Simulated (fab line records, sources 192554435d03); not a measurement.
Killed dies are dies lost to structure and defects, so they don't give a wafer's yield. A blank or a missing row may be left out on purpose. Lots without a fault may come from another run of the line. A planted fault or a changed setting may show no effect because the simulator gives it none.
fab line records | flow n5_finfet
record lots=24 wafers=72 last_day=18
route steps=1938 shown DUMMY_GATE@214 SD_EPI_P@307
lots that met no fault: from a run of the same line without faults
start_h: hours from the record's first day to the start of the lot's first wafer shown | wait_h: hours since the lot's step before | " the same as in the row above | L1.1+2: a row that stands for several wafers | - no value, or no start given | * or withheld: withheld | < > ~ a bound
route shown NAME@n: a module of which the file shows steps, and the number in the route of the first | usual: mean/standard deviation of fault-free wafers | same: alike in all rows | chamber/n: place in a boat | sites: the reading at each site | _std_site: their standard deviation | _edge_site: outer sites' mean less inner sites' | radius_mm: how far each site lies from the wafer's centre | mask NAME#n: copy n | behind: the tool/chamber that last shaped the wafer | hold: why the lot was held/for how many hours/how that ended | device: the transistor (n, p or np) that didn't switch | end of line: the same wafers' tests at the end of the route | a step without rows: its recipe alone | killed: dies lost to structure and defects at the first sort, not the wafer's yield | map: a wafer's dies, x killed, . not, _ none there
set.NAME: the setting as run; set.NAME@STEP: as run at that earlier step | model.NAME: the simulator's own value behind a step, which no gauge read
steps of the route over a sample of lots; a table a step, a row a wafer
services: from which hour (start_h, from the record's first day; less than 0 if before it) a tool's chamber was out of use, for how many hours, and why
## steps
# step N5_DUMMY_GATE_ALD_02
# recipe material=SiO2 target_thk_a=20 temp_c=300 ald_precursor_family=BDEAS ald_co_reactant=O2-plasma pulse_time_s=1 pressure_torr=2
# usual heater_power_w=467/49 precursor_pulse_height_rel=1.001/0.021
# columns lot.wafer tool chamber start_h wait_h heater_power_w precursor_pulse_height_rel since_wet_clean_h
L074.1 ald_sin-02 1 43.59 0.0 428 1.009 324
L074.4 " 3 " " 378 1.012 324
L074.5 " 0 " " 572 1.005 -
L075.3 ald_sin-04 3 43.78 0.0 424 1.017 141
L075.5 " 2 " " 429 0.986 -
L075.6 " 3 " " 435 0.984 -
L076.1 ald_sin-03 0 52.57 0.0 509 1.004 240
L076.3 " 3 " " 421 1.000 240
L076.5 " 1 " " 479 0.986 -
L077.1 ald_sin-02 2 63.51 0.0 482 1.027 344
L077.5 " 2 " " 478 0.986 -
L077.6 " 3 " " 379 1.005 -
L078.1 ald_sin-02 1 63.71 0.0 439 1.006 344
L078.4 " 3 " " 368 0.993 344
L078.5 " 0 " " 572 0.992 -
L079.2 ald_sin-02 1 73.47 0.0 420 0.979 354
L079.4 " 2 " " 494 1.033 354
L079.6 " 2 " " 485 0.988 -
L080.1 ald_sin-04 0 76.37 0.0 512 1.001 174
L080.2 " 1 " " 501 0.992 174
L080.5 " 1 " " 480 0.993 -
L081.1 ald_sin-03 0 81.34 0.6 510 1.038 269
L081.2 " 2 " " 452 1.005 269
L081.5 " 2 " " 441 1.006 -
L082.2 ald_sin-04 0 85.51 0.0 509 0.973 183
L082.4 " 1 " " 484 1.014 -
L082.5 " 2 " " 434 1.024 -
L083.1 ald_sin-03 1 95.60 2.9 482 0.991 283
L083.2 " 2 " " 429 0.983 283
L083.5 " 0 " " 513 1.038 -
L084.1 ald_sin-02 3 101.78 0.0 370 0.997 3
L084.4 " 0 " " 557 0.988 3
L084.5 " 2 " " 463 1.019 -
L085.2 ald_sin-04 3 103.16 0.0 423 1.012 201
L085.5 " 2 " " 447 1.029 -
L085.6 " 3 " " 438 0.990 -
L086.1 ald_sin-02 1 111.31 0.6 432 1.003 12
L086.3 " 0 " " 561 0.967 12
L086.4 " 3 " " 366 1.001 12
L087.3 ald_sin-04 0 114.77 0.0 494 0.976 212
L087.5 " 1 " " 487 0.995 -
L087.6 " 2 " " 435 0.992 -
L088.1 ald_sin-03 0 121.33 0.2 518 0.999 309
L088.2 " 2 " " 443 1.035 309
L088.3 " 3 " " 424 0.983 309
L089.1 ald_sin-04 3 128.28 0.0 436 0.980 226
L089.4 " 1 " " 492 1.018 226
L089.6 " 3 " " 424 1.024 -
L090.1 ald_sin-04 0 133.09 0.0 499 1.028 230
L090.4 " 2 " " 432 1.021 230
L090.5 " 2 " " 439 1.016 -
L091.1 ald_sin-04 0 139.93 0.0 504 0.998 237
L091.4 " 3 " " 443 0.949 237
L091.5 " 2 " " 439 1.003 -
L092.1 ald_sin-04 0 145.62 0.0 516 0.987 243
L092.4 " 1 " " 488 0.977 243
L092.5 " 1 " " 488 1.004 -
L093.1 ald_sin-04 2 151.79 0.0 442 1.031 249
L093.4 " 0 " " 509 0.973 249
L093.6 " 3 " " 437 0.952 -
L094.1 ald_sin-02 3 156.51 0.0 375 1.016 57
L094.5 " 0 " " 552 0.990 -
L094.6 " 3 " " 375 0.995 -
L095.3 ald_sin-02 0 163.49 0.0 552 1.012 64
L095.5 " 0 " " 544 0.972 -
L095.6 " 1 " " 439 0.992 -
L096.1 ald_sin-04 0 170.90 0.0 506 1.010 268
L096.3 " 1 " " 488 1.008 268
L096.5 " 0 " " 503 0.970 -
L097.2 ald_sin-03 1 174.58 0.0 484 1.011 362
L097.4 " 3 " " 431 0.994 362
L097.6 " 0 " " 519 0.981 -
# step N5_DUMMY_GATE_CMP_04
# recipe material=a-Si post_cmp_clean=alkaline_brush
# usual motor_current_A=9.5/1.5 time_to_endpoint_s=14.4/1.8
# columns lot.wafer tool chamber start_h wait_h motor_current_A time_to_endpoint_s
L074.4 cmp-03 1 47.43 0.0 10.4 13.5
L074.1 " 0 " " 7.8 13.3
L074.5 " 1 " " 11.0 13.1
L075.3 cmp-01 0 49.10 0.1 7.4 17.7
L075.5 " 3 " " 10.4 15.2
L075.6 " 0 " " 8.0 14.9
L076.3 cmp-01 0 56.42 0.0 7.9 18.4
L076.1 " 2 " " 9.4 17.6
L076.5 " 0 " " 8.1 17.9
L077.1 cmp-01 1 67.41 0.1 9.8 15.5
L077.6 " 3 " " 11.2 15.8
L077.5 " 0 " " 7.5 16.3
L078.1 cmp-03 2 67.59 0.1 8.1 13.9
L078.4 " 0 " " 7.9 14.2
L078.5 " 1 " " 11.0 12.8
L079.2 cmp-04 2 77.37 0.1 8.7 15.3
L079.4 " 3 " " 8.9 14.2
L079.6 " 1 " " 9.5 11.5
L080.1 cmp-04 2 80.25 0.1 8.7 13.1
L080.2 " 3 " " 8.5 17.0
L080.5 " 2 " " 8.7 12.4
L081.1 cmp-03 3 85.23 0.0 12.1 15.7
L081.2 " 0 " " 7.7 10.9
L081.5 " 3 " " 12.4 14.1
L082.2 cmp-03 2 89.35 0.0 7.8 18.0
L082.4 " 3 " " 12.5 17.8
L082.5 " 2 " " 8.0 17.6
L083.2 cmp-01 1 99.47 0.1 9.6 14.3
L083.1 " 2 " " 9.1 13.3
L083.5 " 0 " " 7.8 13.2
L084.1 cmp-04 1 105.62 0.0 9.2 10.2
L084.4 " 3 " " 8.7 10.3
L084.5 " 2 " " 8.3 10.6
L085.2 cmp-01 0 107.37 0.0 7.7 13.2
L085.6 " 0 " " 7.8 13.6
L085.5 " 1 " " 10.0 13.6
L086.4 cmp-03 2 115.16 0.0 7.7 16.1
L086.3 " 3 " " 12.6 14.1
L086.1 " 0 " " 7.5 15.4
L087.3 cmp-01 2 118.67 0.1 9.7 13.6
L087.6 " 0 " " 7.5 14.6
L087.5 " 1 " " 10.3 15.1
L088.2 cmp-01 2 125.18 0.0 9.6 13.1
L088.1 " 3 " " 9.9 11.1
L088.3 " 0 " " 7.6 15.6
L089.4 cmp-04 0 132.15 0.1 11.0 16.2
L089.1 " 2 " " 8.6 13.0
L089.6 " 3 " " 8.6 16.1
L090.1 cmp-04 0 136.93 0.0 10.8 14.1
L090.4 " 3 " " 9.3 16.7
L090.5 " 0 " " 11.0 16.5
L091.4 cmp-04 3 143.80 0.1 8.7 11.7
L091.1 " 1 " " 8.4 9.9
L091.5 " 3 " " 8.8 12.7
L092.4 cmp-03 3 149.46 0.0 12.5 17.4
L092.1 " 0 " " 7.7 13.6
L092.5 " 0 " " 7.6 13.5
L093.1 cmp-03 3 157.50 0.1 11.6 14.2
L093.4 " 0 " " 7.6 14.1
L093.6 " 2 " " 8.2 13.3
L094.1 cmp-01 1 162.20 0.1 10.1 14.7
L094.5 " 0 " " 7.8 16.0
L094.6 " 1 " " 10.0 13.2
L095.3 cmp-01 2 169.18 0.0 9.7 14.9
L095.6 " 2 " " 9.9 15.1
L095.5 " 3 " " 10.8 15.9
L096.3 cmp-01 1 174.80 0.1 9.9 15.3
L096.1 " 3 " " 10.7 13.7
L096.5 " 0 " " 8.0 13.0
L097.4 cmp-03 0 180.25 0.0 7.4 15.1
L097.2 " 1 " " 11.7 11.8
L097.6 " 1 " " 11.1 13.7
# step N5_DUMMY_GATE_INSPECT_17
# recipe mode=adi inspect_instrument=brightfield
# usual raw_defect_count=212/50
# columns lot.wafer tool chamber start_h wait_h raw_defect_count
L074.1 defect_inspect-02 - 52.11 0.1 271
L074.4 " - " " 203
L074.5 " - " " 253
L075.3 defect_inspect-01 - 53.82 0.0 202
L075.5 " - " " 211
L075.6 " - " " 310
L076.1 defect_inspect-01 - 61.06 0.1 275
L076.3 " - " " 257
L076.5 " - " " 197
L077.1 defect_inspect-01 - 72.12 0.1 114
L077.5 " - " " 167
L077.6 " - " " 80
L078.1 defect_inspect-01 - 72.31 0.1 204
L078.4 " - " " 243
L078.5 " - " " 200
L079.2 defect_inspect-02 - 82.06 0.0 200
L079.4 " - " " 330
L079.6 " - " " 272
L080.1 defect_inspect-02 - 84.97 0.1 247
L080.2 " - " " 153
L080.5 " - " " 235
L081.1 defect_inspect-02 - 89.90 0.1 246
L081.2 " - " " 246
L081.5 " - " " 188
L082.2 defect_inspect-01 - 94.01 0.0 154
L082.4 " - " " 250
L082.5 " - " " 250
L083.1 defect_inspect-02 - 104.10 0.1 232
L083.2 " - " " 220
L083.5 " - " " 207
L084.1 defect_inspect-02 - 110.25 0.1 232
L084.4 " - " " 210
L084.5 " - " " 303
L085.2 defect_inspect-01 - 112.00 0.0 227
L085.5 " - " " 124
L085.6 " - " " 166
L086.1 defect_inspect-02 - 119.79 0.1 196
L086.3 " - " " 275
L086.4 " - " " 234
L087.3 defect_inspect-02 - 123.37 0.0 251
L087.5 " - " " 194
L087.6 " - " " 190
L088.1 defect_inspect-01 - 129.94 0.1 220
L088.2 " - " " 173
L088.3 " - " " 216
L089.1 defect_inspect-01 - 136.76 0.1 165
L089.4 " - " " 192
L089.6 " - " " 132
L090.1 defect_inspect-02 - 141.70 0.1 198
L090.4 " - " " 137
L090.5 " - " " 236
L091.1 defect_inspect-02 - 150.48 0.1 323
L091.4 " - " " 283
L091.5 " - " " 212
L092.1 defect_inspect-01 - 154.23 0.1 156
L092.4 " - " " 199
L092.5 " - " " 236
L093.1 defect_inspect-01 - 164.05 0.1 237
L093.4 " - " " 218
L093.6 " - " " 199
L094.1 defect_inspect-02 - 168.88 0.1 200
L094.5 " - " " 299
L094.6 " - " " 267
L095.3 defect_inspect-01 - 173.95 0.0 226
L095.5 " - " " 257
L095.6 " - " " 118
L096.1 defect_inspect-02 - 179.52 0.1 258
L096.3 " - " " 180
L096.5 " - " " 167
L097.2 defect_inspect-01 - 184.89 0.0 338
L097.4 " - " " 237
L097.6 " - " " 230
# step N5_DUMMY_GATE_ETCH_32
# recipe chemistry=CF4 target=SiO2 target_depth_a=35 time_s=3.9 ion_energy_ev=350 pressure_mtorr=10 icp_w=800 bias_w=400 cf4_flow_sccm=80
# usual drypump_motor_current_A=5.7/0.37 oes_product_au=0.990/0.013 throttle_valve_pct=21.79/0.16
# columns lot.wafer tool chamber start_h wait_h drypump_motor_current_A oes_product_au rf_hours_counter_h throttle_valve_pct
L074.1 rie_si-03 3 52.81 0.1 5.2 0.975 107 21.48
L074.4 " 0 " " 6.0 0.984 134 21.81
L074.5 " 1 " " 6.1 1.001 - 21.99
L075.3 rie_si-04 3 54.59 0.1 6.5 0.989 109 21.59
L075.5 " 2 " " 5.7 0.973 - 21.79
L075.6 " 1 " " 5.5 0.998 - 21.86
L076.1 rie_si-04 2 61.98 0.1 5.7 0.975 54 21.77
L076.3 " 0 " " 5.6 0.987 136 21.79
L076.5 " 3 " " 6.5 1.002 - 21.59
L077.1 rie_si-06 2 72.90 0.1 5.1 0.990 151 21.97
L077.5 " 2 " " 5.2 0.988 - 21.98
L077.6 " 3 " " 5.5 0.996 - 21.93
L078.1 rie_si-04 0 73.03 0.1 5.5 0.986 136 21.77
L078.4 " 1 " " 5.5 1.013 142 21.87
L078.5 " 2 " " 5.7 0.966 - 21.78
L079.2 rie_si-06 1 82.77 0.1 6.0 0.966 139 21.61
L079.4 " 3 " " 5.5 0.984 119 21.93
L079.6 " 3 " " 5.5 0.984 - 21.93
L080.1 rie_si-04 1 85.72 0.1 5.5 1.015 142 21.88
L080.2 " 2 " " 5.7 0.969 54 21.76
L080.5 " 0 " " 5.6 0.986 - 21.77
L081.1 rie_si-03 3 90.71 0.1 5.2 0.997 108 21.49
L081.2 " 1 " " 6.1 0.994 25 22.00
L081.5 " 0 " " 6.0 0.977 - 21.80
L082.2 rie_si-03 3 94.92 0.1 5.2 0.986 108 21.48
L082.4 " 0 " " 6.0 0.985 134 21.81
L082.5 " 0 " " 6.0 0.984 - 21.80
L083.1 rie_si-06 3 105.31 0.1 5.5 1.003 120 21.93
L083.2 " 1 " " 6.0 0.975 139 21.59
L083.5 " 3 " " 5.5 1.002 - 21.92
L084.1 rie_si-04 2 110.95 0.1 5.7 0.986 54 21.78
L084.4 " 3 " " 6.5 0.997 110 21.59
L084.5 " 2 " " 5.7 0.979 - 21.79
L085.2 rie_si-03 0 113.00 0.1 6.0 0.988 135 21.80
L085.5 " 2 " " 6.1 0.981 - 21.86
L085.6 " 1 " " 6.1 1.007 - 21.98
L086.1 rie_si-03 2 120.49 0.1 6.1 0.979 183 21.85
L086.3 " 3 " " 5.2 0.998 109 21.50
L086.4 " 0 " " 6.0 0.984 135 21.79
L087.3 rie_si-03 1 124.11 0.1 6.1 1.003 25 22.00
L087.5 " 2 " " 6.1 0.985 - 21.83
L087.6 " 1 " " 6.1 1.001 - 21.98
L088.1 rie_si-06 0 130.89 0.1 5.4 0.980 142 21.55
L088.2 " 1 " " 6.0 0.976 140 21.61
L088.3 " 3 " " 5.5 0.989 120 21.94
L089.1 rie_si-03 3 137.75 0.1 5.2 0.992 109 21.49
L089.4 " 2 " " 6.1 0.986 183 21.84
L089.6 " 1 " " 6.1 1.006 - 21.98
L090.1 rie_si-04 0 142.63 0.1 5.6 0.973 137 21.76
L090.4 " 2 " " 5.7 0.976 55 21.78
L090.5 " 2 " " 5.7 0.969 - 21.78
L091.1 rie_si-04 2 151.69 0.1 5.7 0.974 55 21.78
L091.4 " 0 " " 5.6 0.963 - 21.76
L091.5 " 1 " " 5.5 1.003 - 21.88
L092.1 rie_si-03 3 154.94 0.1 5.2 0.990 109 21.48
L092.4 " 0 " " 6.0 0.998 136 21.81
L092.5 " 0 " " 6.0 0.999 - 21.81
L093.1 rie_si-04 0 164.76 0.1 5.6 0.979 138 21.77
L093.4 " 1 " " 5.6 1.013 - 21.87
L093.6 " 0 " " 5.6 0.985 - 21.77
L094.1 rie_si-03 0 169.59 0.1 6.0 0.995 136 21.82
L094.5 " 1 " " 6.1 0.998 - 21.99
L094.6 " 0 " " 6.0 0.984 - 21.81
L095.3 rie_si-06 3 174.65 0.1 5.5 1.003 121 21.94
L095.5 " 3 " " 5.5 1.001 - 21.92
L095.6 " 2 " " 5.2 0.982 - 22.00
L096.1 rie_si-06 1 180.43 0.1 6.0 0.981 141 21.59
L096.3 " 2 " " 5.2 0.999 153 21.99
L096.5 " 3 " " 5.5 1.004 - 21.93
L097.2 rie_si-04 1 185.59 0.1 5.5 1.013 144 21.87
L097.4 " 0 " " 5.5 0.991 138 21.77
L097.6 " 0 " " 5.6 0.990 - 21.78
# step N5_SD_EPI_P_ETCH_36
# recipe chemistry=CF4 target=SiARC target_depth_a=455 mask_material=CAR-ArF-block time_s=75.8 ion_energy_ev=80 pressure_mtorr=40 source_w=545 bias_w=36 Ar_flow_sccm=100 cf4_flow_sccm=100 ends=cleared
# usual drypump_motor_current_A=5.7/0.53 etch_rf_on_time_s=76.3/1.2 oes_product_au=0.62/0.034 rf_vpp_V=183.9/0.97 showerhead_plenum_p_Torr=2.12/0.041 throttle_valve_pct=15.79/0.21
# columns lot.wafer tool chamber start_h wait_h drypump_motor_current_A etch_rf_on_time_s oes_product_au rf_hours_counter_h rf_vpp_V showerhead_plenum_p_Torr throttle_valve_pct
L074.1 rie_diel-05 3 60.11 0.0 5.6 78.2 0.63 164 183.6 2.13 16.03
L074.4 " 2 " " 5.5 76.8 0.62 206 184.0 2.12 15.58
L074.5 " 3 " " 5.6 77.1 0.63 - 183.0 2.13 16.03
L075.3 rie_diel-05 0 62.19 0.0 5.4 77.1 0.60 178 185.7 2.13 15.73
L075.5 " 3 " " 5.6 77.8 0.63 - 184.4 2.13 16.04
L075.6 " 2 " " 5.5 77.5 0.61 - 183.3 2.12 15.59
L076.1 rie_diel-02 3 68.27 0.0 4.7 76.5 0.66 154 183.4 2.14 15.79
L076.3 " 0 " " 6.0 77.9 0.62 180 183.2 2.13 15.97
L076.5 " 0 " " 6.0 77.8 0.62 - 184.9 2.13 15.95
L078.1 rie_diel-04 0 79.31 0.0 6.1 75.7 0.64 150 184.1 2.15 15.72
L078.4 " 2 " " 5.5 75.5 0.68 138 184.8 2.23 15.64
L078.5 " 0 " " 6.1 75.1 0.64 - 183.5 2.15 15.74
L077.1 rie_diel-02 0 79.66 0.0 6.0 76.4 0.62 183 184.0 2.13 15.97
L077.5 " 0 " " 6.0 76.0 0.63 - 184.2 2.13 15.96
L077.6 " 3 " " 4.8 75.5 0.65 - 185.8 2.14 15.80
L079.2 rie_diel-05 0 89.72 0.0 5.4 76.3 0.61 187 184.9 2.13 15.75
L079.4 " 1 " " 6.7 75.9 0.62 179 183.8 2.14 15.85
L079.6 " 0 " " 5.4 77.1 0.60 - 186.2 2.13 15.74
L080.1 rie_diel-05 0 93.53 0.0 5.4 76.0 0.61 188 183.5 2.13 15.75
L080.2 " 1 " " 6.7 74.8 0.62 181 184.5 2.13 15.86
L080.5 " 3 " " 5.6 78.5 0.62 - 184.1 2.13 16.06
L081.1 rie_diel-02 3 99.12 0.0 4.8 75.7 0.65 159 186.1 2.14 15.79
L081.2 " 0 " " 6.0 76.8 0.61 190 184.4 2.13 15.99
L081.5 " 0 " " 6.0 77.3 0.62 - 184.1 2.13 16.00
L082.2 rie_diel-02 3 104.39 0.0 4.8 76.2 0.65 161 184.6 2.14 15.81
L082.4 " 0 " " 6.0 77.2 0.62 192 182.7 2.13 15.99
L082.5 " 3 " " 4.7 76.9 0.63 - 183.7 2.14 15.81
L083.1 rie_diel-04 2 112.12 0.0 5.5 75.3 0.67 146 186.0 2.23 15.64
L083.2 " 3 " " 5.7 74.4 0.61 218 182.9 2.04 15.99
L083.5 " 2 " " 5.5 75.1 0.66 - 186.9 2.23 15.68
L084.1 rie_diel-02 0 117.10 0.0 6.0 77.9 0.61 195 184.3 2.13 16.00
L084.4 " 3 " " 4.8 76.2 0.64 164 185.0 2.14 15.83
L084.5 " 0 " " 6.0 77.4 0.62 - 183.5 2.13 15.97
L085.2 rie_diel-02 3 122.04 0.0 4.8 75.8 0.65 166 183.2 2.14 15.81
L085.5 " 1 " " 5.9 75.8 0.60 - 183.3 2.03 15.67
L085.6 " 0 " " 6.0 76.7 0.61 - 182.7 2.13 16.01
L086.1 rie_diel-05 1 126.57 0.0 6.7 74.5 0.62 191 184.1 2.13 15.87
L086.3 " 2 " " 5.5 76.7 0.61 227 184.3 2.11 15.63
L086.4 " 3 " " 5.6 78.0 0.62 185 183.8 2.13 16.10
L087.3 rie_diel-02 1 130.23 0.0 5.9 75.6 0.60 248 180.8 2.03 15.69
L087.5 " 2 " " 5.6 76.0 0.66 - 184.6 2.15 15.38
L087.6 " 1 " " 5.9 75.0 0.60 - 183.3 2.03 15.71
L088.1 rie_diel-05 1 138.50 0.0 6.7 74.6 0.61 195 184.2 2.13 15.88
L088.2 " 0 " " 5.4 75.7 0.60 202 184.1 2.12 15.77
L088.3 " 2 " " 5.5 76.8 0.60 230 183.2 2.11 15.62
L089.1 rie_diel-05 0 146.99 0.0 5.4 75.3 0.60 205 183.9 2.12 15.78
L089.4 " 3 " " 5.6 78.0 0.61 191 184.0 2.12 16.09
L089.6 " 1 " " 6.7 74.7 0.61 - 183.2 2.13 15.90
L090.1 rie_diel-02 0 149.43 0.0 6.0 78.0 0.60 206 183.6 2.12 16.00
L090.4 " 3 " " 4.7 75.8 0.64 - 183.7 2.14 15.84
L090.5 " 0 " " 6.0 77.3 0.61 - 184.2 2.12 16.02
L091.1 rie_diel-05 0 158.07 0.0 5.4 76.9 0.59 208 183.7 2.12 15.78
L091.4 " 1 " " 6.7 75.1 0.60 201 184.5 2.13 15.88
L091.5 " 2 " " 5.5 77.7 0.60 - 183.0 2.11 15.65
L092.1 rie_diel-02 3 162.34 0.0 4.7 75.5 0.63 181 184.9 2.14 15.86
L092.4 " 1 " " 5.9 76.0 0.84 2 186.1 2.29 15.21
L092.5 " 0 " " 6.0 77.2 0.60 - 184.2 2.12 16.02
L093.1 rie_diel-04 0 170.81 0.0 6.1 76.0 0.62 177 182.6 2.14 15.79
L093.4 " 2 " " 5.5 75.5 0.65 165 185.3 2.22 15.70
L093.6 " 3 " " 5.7 75.6 0.60 - 182.1 2.03 16.03
L094.1 rie_diel-05 1 176.05 0.0 6.7 75.4 0.61 206 184.5 2.13 15.91
L094.5 " 3 " " 5.6 79.3 0.61 - 183.9 2.12 16.11
L094.6 " 0 " " 5.4 76.6 0.60 - 184.8 2.12 15.79
L095.3 rie_diel-02 1 180.48 0.0 5.9 75.1 0.83 7 185.2 2.28 15.23
L095.5 " 3 " " 4.8 74.5 0.64 - 184.1 2.13 15.86
L095.6 " 0 " " 6.0 76.5 0.60 - 184.5 2.12 16.04
L096.1 rie_diel-05 1 187.57 0.0 6.7 74.4 0.61 209 184.3 2.13 15.91
L096.3 " 0 " " 5.4 76.1 0.59 216 183.2 2.12 15.80
L096.5 " 0 " " 5.4 75.4 0.60 - 182.8 2.12 15.79
L097.2 rie_diel-05 1 194.73 0.0 6.7 75.3 0.60 210 184.9 2.12 15.91
L097.4 " 0 " " 5.4 77.1 0.59 217 182.4 2.12 15.80
L097.6 " 3 " " 5.6 79.1 0.61 - 183.5 2.12 16.11
# step N5_SD_EPI_P_ETCH_37
# recipe chemistry=N2/H2 target=SOC overetch_a=1080 mask_material=SiARC temp_c=40 ion_energy_ev=100 source_w=3000 bias_w=133 pressure_mtorr=20 time_s=486 n2_flow_sccm=200 h2_flow_sccm=200 ends=end_point
# usual drypump_motor_current_A=5.7/0.53 n2_flow_sccm=200.0/0.58 oes_product_au=0.66/0.034 rf_vpp_V=240.5/1.1 showerhead_plenum_p_Torr=2.52/0.052 throttle_valve_pct=23.95/0.24
# columns lot.wafer tool chamber start_h wait_h drypump_motor_current_A n2_flow_sccm oes_product_au rf_hours_counter_h rf_vpp_V showerhead_plenum_p_Torr throttle_valve_pct
L074.1 rie_diel-05 3 60.17 0.0 5.6 201.2 0.68 164 238.7 2.53 24.16
L074.4 " 2 " " 5.5 199.8 0.65 207 239.4 2.52 23.91
L074.5 " 3 " " 5.6 201.2 0.67 - 239.8 2.53 24.14
L075.3 rie_diel-05 0 62.24 0.0 5.4 199.4 0.65 178 241.3 2.53 23.83
L075.5 " 3 " " 5.6 199.3 0.67 - 240.4 2.53 24.15
L075.6 " 2 " " 5.5 200.0 0.65 - 241.3 2.52 23.91
L076.1 rie_diel-02 3 68.32 0.0 4.8 200.2 0.68 154 241.2 2.54 24.02
L076.3 " 0 " " 6.0 199.7 0.66 180 241.4 2.53 24.30
L076.5 " 0 " " 6.0 199.6 0.66 - 241.3 2.53 24.32
L078.1 rie_diel-04 0 79.36 0.0 6.1 200.2 0.67 150 240.7 2.53 23.60
L078.4 " 2 " " 5.5 199.7 0.71 138 242.6 2.65 23.71
L078.5 " 0 " " 6.1 199.1 0.67 - 240.9 2.53 23.60
L077.1 rie_diel-02 0 79.72 0.0 6.0 200.3 0.65 184 240.7 2.53 24.34
L077.5 " 0 " " 6.0 200.4 0.65 - 241.7 2.53 24.33
L077.6 " 3 " " 4.8 199.3 0.67 - 240.4 2.54 24.03
L079.2 rie_diel-05 0 89.78 0.0 5.4 200.2 0.64 187 240.1 2.53 23.84
L079.4 " 1 " " 6.7 200.1 0.64 179 240.2 2.52 23.95
L079.6 " 0 " " 5.4 200.1 0.64 - 241.0 2.53 23.85
L080.1 rie_diel-05 0 93.59 0.0 5.4 200.8 0.64 189 242.2 2.52 23.83
L080.2 " 1 " " 6.7 200.1 0.65 181 242.5 2.52 23.96
L080.5 " 3 " " 5.6 200.2 0.67 - 240.5 2.52 24.15
L081.1 rie_diel-02 3 99.18 0.0 4.8 201.0 0.68 159 242.0 2.54 24.02
L081.2 " 0 " " 6.0 200.0 0.66 190 239.8 2.52 24.34
L081.5 " 0 " " 6.0 199.6 0.65 - 239.2 2.52 24.35
L082.2 rie_diel-02 3 104.45 0.0 4.7 199.7 0.68 161 240.1 2.54 24.02
L082.4 " 0 " " 6.0 200.2 0.65 192 241.0 2.52 24.34
L082.5 " 3 " " 4.8 200.0 0.68 - 241.2 2.54 24.02
L083.1 rie_diel-04 2 112.18 0.0 5.5 201.2 0.69 146 240.9 2.65 23.71
L083.2 " 3 " " 5.7 199.6 0.63 218 239.6 2.40 24.00
L083.5 " 2 " " 5.5 200.2 0.70 - 242.3 2.65 23.71
L084.1 rie_diel-02 0 117.16 0.0 6.0 199.3 0.65 195 240.9 2.52 24.35
L084.4 " 3 " " 4.8 199.6 0.68 164 239.9 2.54 24.03
L084.5 " 0 " " 6.0 200.1 0.65 - 239.7 2.52 24.34
L085.2 rie_diel-02 3 122.10 0.0 4.8 199.8 0.68 166 241.3 2.54 24.04
L085.5 " 1 " " 5.9 200.1 0.63 - 239.0 2.40 23.72
L085.6 " 0 " " 6.0 199.9 0.64 - 241.6 2.52 24.35
L086.1 rie_diel-05 1 126.63 0.0 6.7 199.1 0.64 191 240.9 2.52 23.97
L086.3 " 2 " " 5.5 199.2 0.63 227 239.6 2.51 23.94
L086.4 " 3 " " 5.6 200.6 0.66 185 240.5 2.52 24.17
L087.3 rie_diel-02 1 130.29 0.0 5.9 200.4 0.63 248 239.1 2.40 23.70
L087.5 " 2 " " 5.6 199.9 0.69 - 242.2 2.56 23.51
L087.6 " 1 " " 5.9 199.6 0.63 - 238.1 2.40 23.71
L088.1 rie_diel-05 1 138.55 0.0 6.7 199.9 0.64 195 238.8 2.52 23.97
L088.2 " 0 " " 5.4 199.7 0.62 203 242.8 2.52 23.86
L088.3 " 2 " " 5.5 200.4 0.63 230 240.3 2.51 23.94
L089.1 rie_diel-05 0 147.05 0.0 5.4 201.0 0.63 205 238.6 2.52 23.86
L089.4 " 3 " " 5.6 200.0 0.65 191 240.4 2.52 24.17
L089.6 " 1 " " 6.7 199.2 0.63 - 241.7 2.52 23.98
L090.1 rie_diel-02 0 149.48 0.0 6.0 200.0 0.64 206 240.3 2.52 24.34
L090.4 " 3 " " 4.8 200.6 0.67 - 241.3 2.53 24.04
L090.5 " 0 " " 6.0 200.7 0.64 - 240.6 2.52 24.35
L091.1 rie_diel-05 0 158.13 0.0 5.4 199.6 0.62 208 242.6 2.52 23.86
L091.4 " 1 " " 6.7 200.7 0.63 201 240.7 2.51 23.99
L091.5 " 2 " " 5.5 199.5 0.64 - 240.1 2.50 23.95
L092.1 rie_diel-02 3 162.40 0.0 4.8 199.0 0.67 181 240.8 2.53 24.03
L092.4 " 1 " " 5.9 199.9 0.88 2 243.8 2.72 23.47
L092.5 " 0 " " 6.0 200.9 0.63 - 242.1 2.51 24.37
L093.1 rie_diel-04 0 170.87 0.0 6.1 200.2 0.65 177 241.5 2.52 23.65
L093.4 " 2 " " 5.5 200.7 0.68 165 241.0 2.64 23.74
L093.6 " 3 " " 5.6 199.8 0.63 - 240.7 2.39 24.04
L094.1 rie_diel-05 1 176.11 0.0 6.7 199.6 0.63 206 240.5 2.51 24.01
L094.5 " 3 " " 5.6 199.7 0.65 - 240.2 2.51 24.19
L094.6 " 0 " " 5.4 200.1 0.62 - 242.7 2.51 23.87
L095.3 rie_diel-02 1 180.53 0.0 5.9 200.1 0.86 7 241.6 2.72 23.50
L095.5 " 3 " " 4.8 199.0 0.66 - 241.3 2.53 24.05
L095.6 " 0 " " 6.0 199.8 0.64 - 241.2 2.51 24.37
L096.1 rie_diel-05 1 187.63 0.0 6.7 199.0 0.63 209 241.4 2.51 23.98
L096.3 " 0 " " 5.4 200.4 0.61 216 240.7 2.51 23.89
L096.5 " 0 " " 5.4 200.6 0.62 - 241.1 2.51 23.88
L097.2 rie_diel-05 1 194.79 0.0 6.7 199.7 0.62 210 240.2 2.51 24.01
L097.4 " 0 " " 5.4 200.3 0.62 217 242.0 2.51 23.89
L097.6 " 3 " " 5.6 200.1 0.65 - 239.6 2.51 24.21
## services
# columns tool chamber start_h hours kind
rie_si-04 - 20.58 0.8 repair
ald_sin-04 - 23.27 0.2 repair
rie_diel-02 - 27.28 15.6 pm
cmp-01 - 29.18 3.8 repair
rie_si-04 2 29.78 5.5 repair
cmp-04 - 33.04 4.4 pm
cmp-01 - 33.49 3.7 pm
rie_si-06 - 40.69 0.7 repair
cmp-01 - 79.11 4.0 pm
ald_sin-04 3 85.24 15.2 repair
ald_sin-02 - 85.25 14.0 pm
rie_diel-02 3 86.41 11.3 repair
rie_diel-04 3 97.35 10.8 repair
rie_diel-04 - 100.48 4.0 repair
cmp-01 - 122.73 1.6 repair
cmp-01 - 132.47 1.0 repair
cmp-03 - 133.15 4.0 pm
rie_diel-02 - 139.51 0.9 repair
cmp-03 - 139.82 3.8 repair
rie_si-04 3 148.11 34.1 repair
cmp-01 - 151.87 0.2 repair
rie_si-03 2 158.56 4.0 repair
rie_si-04 1 171.52 1.6 repair
cmp-03 - 186.94 8.3 pm
## key
fault none
